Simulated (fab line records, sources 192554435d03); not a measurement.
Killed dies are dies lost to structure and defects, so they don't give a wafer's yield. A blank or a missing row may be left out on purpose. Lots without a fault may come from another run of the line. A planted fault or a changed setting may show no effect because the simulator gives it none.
A struck lot beside a sound one | flow n5_finfet | 40 steps out of a route of 1938
Sound: wafers L313.3, L313.5, L313.6. Struck: wafers L320.1, L320.2, L320.5. The cause comes at the end.
At each step with rows: each side's tool, then ch and its chambers, then its first start. Under that, the readings that differ: sound wafers | struck wafers | difference of the means | sigmas: that difference in standard deviations of wafers without a fault.
alike: readings whose means differ by less than 2 such deviations, and words and numbers that are the same on both sides. not compared: withheld readings, readings that some wafer has no value for, bounds like >300 that may hide the same value, and numbers for which the record gives no deviation and whose values overlap.
The two part at a step that has a row with sigmas, a row that says differs or no value, or rows on one side only. Numbers that don't overlap but have no deviation are shown without sigmas and don't part them. A reading that every wafer of one side lacks parts them only if that side has two wafers or more.

first, 12 steps without rows for these wafers: N5_HKMG_FIN_ETCH_54 (etches SiARC in CF4, target depth 45.5 nm, time 75.8 s); N5_HKMG_FIN_ETCH_55 (etches SOC in N2/H2, target depth 240 nm, time 300 s); N5_HKMG_FIN_STRIP_56 (strips in N2/H2); N5_HKMG_FIN_STRIP_57 (strips in CF4); N5_HKMG_FIN_ETCH_58 (etches SOC in N2/H2, target depth 215.8 nm, time 741 s); N5_HKMG_FIN_STRIP_93 (strips SOC in N2/H2, time 20 s); N5_HKMG_FIN_WET_ETCH_76 (etches Al2O3 in dNH4OH, stops on La2O3, target depth 2.25 nm, rinse time 30 s); N5_HKMG_FIN_STRIP_60 (strips in N2/H2, time 360 s); N5_HKMG_FIN_WET_ETCH_77 (etches La2O3 in dHCl, stops on HfO2, target depth 2 nm); N5_HKMG_FIN_WET_ETCH_78 (etches Al2O3 in dNH4OH, stops on La2O3, target depth 4.5 nm, rinse time 30 s); N5_HKMG_FIN_ALD_79 (deposits TiN, target thk 1.5 nm, pulse time 1 s, purge time 3 s); N5_HKMG_FIN_CVD_62 (deposits a-Si from Si2H6, target thk 3 nm, time 20.8 s).
N5_HKMG_FIN_RTA_80: time 2 s.
  sound on rtp_anneal-02 ch 0, day 5 19:44; struck on rtp_anneal-02 ch 0, day 7 07:54
then, 25 steps without rows for these wafers: N5_HKMG_FIN_PRECLEAN_64 (cleans in dHF, time 30 s); N5_HKMG_FIN_WET_ETCH_65 (etches a-Si in TMAH, stops on TiN, time 49 s, target depth 3 nm); N5_HKMG_FIN_WET_ETCH_81 (etches TiN in SC1, stops on HfO2, time 57 s, target depth 6 nm); N5_HKMG_FIN_WET_ETCH_82 (etches La2O3 in dHCl, stops on HfO2, target depth 2 nm, rinse time 30 s); N5_HKMG_FIN_ALD_36 (deposits TiN, target thk 1 nm, pulse time 1 s, purge time 3 s); N5_HKMG_FIN_PWFM_ALD_03 (deposits TiN, target thk 2 nm, pulse time 1 s, purge time 3 s); N5_HKMG_FIN_COAT_29 (time 60 s, resist thk 300 nm); N5_HKMG_FIN_COAT_30 (time 60 s, resist thk 35 nm); N5_HKMG_FIN_COAT_06 (resist thk 90 nm); N5_HKMG_FIN_EBR_08; N5_HKMG_FIN_SOFTBAKE_07 (time 60 s); N5_HKMG_FIN_EXPOSE_09 (exposes mask NWFM); N5_HKMG_FIN_PEB_10 (peb time 60 s); N5_HKMG_FIN_DEVELOP_11 (develop time 30 s); N5_HKMG_FIN_DESCUM_17 (chemistry O2, time 7.9 s); N5_HKMG_FIN_ETCH_31 (etches SiARC in CF4, target depth 45.5 nm, time 75.8 s); N5_HKMG_FIN_ETCH_32 (etches SOC in N2/H2, target depth 240 nm, time 300 s); N5_HKMG_FIN_STRIP_33 (strips in N2/H2); N5_HKMG_FIN_STRIP_34 (strips in CF4); N5_HKMG_FIN_ETCH_35 (etches SOC in N2/H2, target depth 215.8 nm, time 243.4 s); N5_HKMG_FIN_STRIP_92 (strips SOC in N2/H2, time 20 s); N5_HKMG_FIN_WET_ETCH_18 (etches TiN in SC1, time 55 s, target depth 5.2 nm, rinse time 30 s); N5_HKMG_FIN_STRIP_19 (strips in N2/H2, time 360 s); N5_HKMG_FIN_ALD_91 (deposits TiN, target thk 1 nm, pulse time 1 s, purge time 3 s); N5_HKMG_FIN_COAT_85 (time 60 s, resist thk 300 nm).
-- the record jumps here: 4 days lie between the struck wafers' starts before and after (it left off in module HKMG_FIN and takes up again in module BEOL_M4, whose first step shown is number 1111 of the route) --
N5_BEOL_M4_RC_MEAS_101:
  sound on prober-02 ch 0, day 9 13:43; struck on prober-01 ch 0, day 11 01:32
  reading             | sound                   | struck                     | difference | sigmas
  IGATE_N (nA/um)     | 0.0150 0.0139 0.0123    | 0.0192 0.0187 0.0193       | +0.0053    | +3
  IGATE_P (nA/um)     | 0.0045 0.0041 0.0037    | 0.0058 0.0056 0.0058       | +0.0016    | +3
  IOFF_P (nA/um)      | 0.18 0.24 0.16          | 1.40 1.45 1.46             | +1.24      | +39
  IOFF_P_85C (nA/um)  | 3.1 4.0 2.8             | 18.1 18.9 19.1             | +15.4      | +33
  IOFF_P_LIN (nA/um)  | 0.085 0.103 0.077       | 0.699 0.732 0.729          | +0.632     | +53
  IOFF_P_LONG (nA/um) | 9.8e-05 9.6e-05 9.7e-05 | 0.000692 0.000682 0.000685 | +0.000589  | +89
  ION_P (uA/um)       | 461 462 454             | 531 537 546                | +79        | +11
  VT_N_LVT (mV)       | 102 94 104              | 171 169 169                | +70        | +20
  VT_P (mV)           | -256 -251 -257          | -196 -194 -194             | +60        | +19
  VT_P_LONG (mV)      | -276.6 -278.3 -276.4    | -217.2 -218.9 -218.4       | +58.9      | +24
  alike: DIBL_N, DIBL_P, IOFF_N, ION_N, SS_N, SS_P, VT_N
-- the record jumps here: 4 days lie between the struck wafers' starts before and after (it left off in module BEOL_M4 and takes up again in module PASSIVATION, whose first step shown is number 1936 of the route) --
N5_PASSIVATION_PROBE_49:
  sound on prober-01, day 13 13:19; struck on prober-02, day 15 09:07
  reading                | sound          | struck            | difference | sigmas
  sort_bin_4_leakage (%) | 0 0 0          | 93.22 91.27 92.97 | +92.49     |
  sort_n_pass            | 1083 1081 1066 | 0 0 0             | -1077      | -77
  sort_yield_pct (%)     | 91.8 91.6 90.3 | 0 0 0             | -91        | -76
  alike: defect_limited_yield, killed_at_M0_to_M3, killed_at_M4_up, killed_at_contacts, killed_at_front_end, killed_at_other, killed_dies, killed_open, killed_short, sort_bin_5_function, sort_bin_6_memory

WHERE THEY PART
First at N5_BEOL_M4_RC_MEAS_101; last, within this record, at N5_PASSIVATION_PROBE_49.

WHY: what the simulator had put in
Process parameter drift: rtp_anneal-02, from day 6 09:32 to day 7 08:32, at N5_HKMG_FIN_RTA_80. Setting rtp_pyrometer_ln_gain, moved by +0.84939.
